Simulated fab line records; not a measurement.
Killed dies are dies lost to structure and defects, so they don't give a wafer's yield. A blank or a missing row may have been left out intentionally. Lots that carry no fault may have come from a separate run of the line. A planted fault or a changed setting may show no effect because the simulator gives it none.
Chamber matching    flow nand_harc    4 sister chambers for NHARC_A_CHANNEL_FILL_D2_ALD_25 on ald_hk-04
The step deposits SiOx, target thk 60 nm, pulse time 10 s, ald cycles 600. 4 wafers are shown with their chamber, then 7 later ones without.

== WAFERS, EACH WITH ITS CHAMBER ==
wafer   chamber  heater_power_w (W)
L081.5  1        450
L086.4  2        434
L087.2  0        509
L087.3  3        461

== WAFERS MISSING THEIR CHAMBER ==
wafer   heater_power_w (W)
L087.5  424
L091.1  509
L091.3  445
L091.4  434
L096.1  445
L096.3  457
L096.6  441

== EACH ONE'S CHAMBER ==
wafer   from the rows above           in truth
L087.5  2                             2
L091.1  0                             0
L091.3  can't be placed: 1 or 2 or 3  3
L091.4  2                             2
L096.1  can't be placed: 1 or 2 or 3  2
L096.3  can't be placed: 3 or 1       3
L096.6  can't be placed: 2 or 1       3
3 of 7 placed correctly. Not placeable from these rows: 4 (in 3, the candidates include the true chamber). Number placed wrongly: 0.
How it was worked out, from the rows above alone: a wafer's distance from a chamber is the root of the sum, over the readings, of the square of ((its reading less the chamber's mean) divided by the reading's scatter). If the next closest chamber is less than 2 further off than the closest, the wafer can't be placed; otherwise it belongs to the closest. A chamber's mean is the mean of its shown wafers. The scatter: root of mean squared gap, hidden wafer to nearest shown wafer, with one shown wafer a chamber.
